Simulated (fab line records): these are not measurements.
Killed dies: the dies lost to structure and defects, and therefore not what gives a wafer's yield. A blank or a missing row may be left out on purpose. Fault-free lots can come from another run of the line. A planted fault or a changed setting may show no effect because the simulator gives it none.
Which tool did it? :: flow n5Finfet :: Sampling: 11 lots, 28 wafers, 5 of 1938 route steps

== WHAT THE GAUGES READ, wafer by wafer ==
N5_BEOL_M4_RC_MEAS_101.
lot: L101
measured: day 8 16:04
on: prober-01
DIBL_N (mV/V): 38.0 38.2 38.5

lot: L103
measured: day 8 20:31
on: prober-01
DIBL_N (mV/V): 35.7 39.7 36.5

lot: L105
measured: day 9 23:52
on: prober-02
DIBL_N (mV/V): 37.5 37.0 37.9

lot: L106
measured: day 9 21:34
on: prober-01
DIBL_N (mV/V): 35.8 37.5 36.1

lot: L113
measured: day 11 23:00
on: prober-02
DIBL_N (mV/V): 36.6 34.4

lot: L114
measured: day 11 21:31
on: prober-02
DIBL_N (mV/V): 37.6 37.7

lot: L115
measured: day 12 05:12
on: prober-02
DIBL_N (mV/V): 36.0 36.4

lot: L116
measured: day 12 07:26
on: prober-01
DIBL_N (mV/V): 35.4 35.7 35.4

lot: L117
measured: day 12 21:51
on: prober-01
DIBL_N (mV/V): 41.1 38.7 42.3

lot: L118
measured: day 12 23:22
on: prober-02
DIBL_N (mV/V): 36.7 37.9

lot: L120
measured: day 13 04:14
on: prober-01
DIBL_N (mV/V): 41.7 36.8

== WHICH TOOL RAN EACH LOT (tool, then ch and the chambers of the sampled wafers, then the start) ==
lot: L101
N5_BEOL_M0_ETCH_128: rieDiel-06 ch 1,2, day 6 06:15
N5_BEOL_M0_CVD_115: cvdCo-02 ch 0,2, day 6 07:44
N5_BEOL_M0_SPUTTER_132: pvdSputter-03, day 6 08:01
N5_BEOL_M0_ANNEAL_119: rtpAnneal-02 ch 0, day 6 08:42

lot: L103
N5_BEOL_M0_ETCH_128: rieDiel-06 ch 1,2,3, day 6 20:43
N5_BEOL_M0_CVD_115: cvdCo-02 ch 0,1,2, day 6 21:50
N5_BEOL_M0_SPUTTER_132: pvdSputter-01, day 6 23:52
N5_BEOL_M0_ANNEAL_119: rtpAnneal-02 ch 0, day 7 00:26

lot: L105
N5_BEOL_M0_ETCH_128: rieDiel-01 ch 0,2, day 7 10:44
N5_BEOL_M0_CVD_115: cvdCo-01 ch 0,1,2, day 7 13:53
N5_BEOL_M0_SPUTTER_132: pvdSputter-02, day 7 14:07
N5_BEOL_M0_ANNEAL_119: rtpAnneal-01 ch 0, day 7 14:42

lot: L106
N5_BEOL_M0_ETCH_128: rieDiel-06 ch 0,3, day 7 16:32
N5_BEOL_M0_CVD_115: cvdCo-02 ch 0,2, day 7 18:43
N5_BEOL_M0_SPUTTER_132: pvdSputter-02, day 7 18:59
N5_BEOL_M0_ANNEAL_119: rtpAnneal-02 ch 0, day 7 19:28

lot: L113
N5_BEOL_M0_ETCH_128: rieDiel-01 ch 0,2, day 9 10:34
N5_BEOL_M0_CVD_115: cvdCo-02 ch 0, day 9 12:17
N5_BEOL_M0_SPUTTER_132: pvdSputter-03, day 9 12:34
N5_BEOL_M0_ANNEAL_119: rtpAnneal-02 ch 0, day 9 13:19

lot: L114
N5_BEOL_M0_ETCH_128: rieDiel-04 ch 1,2, day 9 10:36
N5_BEOL_M0_CVD_115: cvdCo-02 ch 1, day 9 12:22
N5_BEOL_M0_SPUTTER_132: pvdSputter-01, day 9 12:41
N5_BEOL_M0_ANNEAL_119: rtpAnneal-01 ch 0, day 9 13:25

lot: L115
N5_BEOL_M0_ETCH_128: rieDiel-01 ch 0,1, day 9 23:14
N5_BEOL_M0_CVD_115: cvdCo-02 ch 1, day 10 00:43
N5_BEOL_M0_SPUTTER_132: pvdSputter-01, day 10 00:59
N5_BEOL_M0_ANNEAL_119: rtpAnneal-01 ch 0, day 10 01:47

lot: L116
N5_BEOL_M0_ETCH_128: rieDiel-01 ch 1,3, day 10 04:38
N5_BEOL_M0_CVD_115: cvdCo-01 ch 0,1, day 10 05:40
N5_BEOL_M0_SPUTTER_132: pvdSputter-01, day 10 05:55
N5_BEOL_M0_ANNEAL_119: rtpAnneal-01 ch 0, day 10 06:27

lot: L117
N5_BEOL_M0_ETCH_128: rieDiel-01 ch 0,1,3, day 10 09:11
N5_BEOL_M0_CVD_115: cvdCo-01 ch 0,2, day 10 11:05
N5_BEOL_M0_SPUTTER_132: pvdSputter-01, day 10 11:21
N5_BEOL_M0_ANNEAL_119: rtpAnneal-02 ch 0, day 10 11:55

lot: L118
N5_BEOL_M0_ETCH_128: rieDiel-06 ch 1,3, day 10 21:13
N5_BEOL_M0_CVD_115: cvdCo-01 ch 2, day 10 23:26
N5_BEOL_M0_SPUTTER_132: pvdSputter-03, day 10 23:42
N5_BEOL_M0_ANNEAL_119: rtpAnneal-02 ch 0, day 11 00:11

lot: L120
N5_BEOL_M0_ETCH_128: rieDiel-01 ch 2,3, day 11 00:17
N5_BEOL_M0_CVD_115: cvdCo-01 ch 0,1, day 11 01:22
N5_BEOL_M0_SPUTTER_132: pvdSputter-02, day 11 03:11
N5_BEOL_M0_ANNEAL_119: rtpAnneal-01 ch 0, day 11 03:55
- N5_BEOL_M0_ETCH_128: etches SiCN in CF4/N2, target depth 12 nm, overetch 5.1 nm, time 21.4 s.
- N5_BEOL_M0_CVD_115: deposits Co from CCTBA/H2, time 120 s.
- N5_BEOL_M0_SPUTTER_132: material Cu, target thk 4 nm, time 7.37 s.
- N5_BEOL_M0_ANNEAL_119: time 90 s.

== THE ANSWER, worked out from the rows above alone ==
Rule: the usual values come from the lots themselves. The widest of any qualifying gaps counts: lots, ordered by their means at a reading, are off when they make up no more than a third of the lots, leave a main group of 4 or more, and stand apart from it by 3 or more times the standard deviation of that group's means. A main group whose means are all the same, to the digits that the tables above print for the reading, isn't used. A lot without any number at a reading at which 4 lots or more have one is off too. All remaining lots with rows at the step are treated as sound.
None of the lots is off at any reading shown; this tells nothing.

== WHAT THE SIMULATOR PUT IN ==
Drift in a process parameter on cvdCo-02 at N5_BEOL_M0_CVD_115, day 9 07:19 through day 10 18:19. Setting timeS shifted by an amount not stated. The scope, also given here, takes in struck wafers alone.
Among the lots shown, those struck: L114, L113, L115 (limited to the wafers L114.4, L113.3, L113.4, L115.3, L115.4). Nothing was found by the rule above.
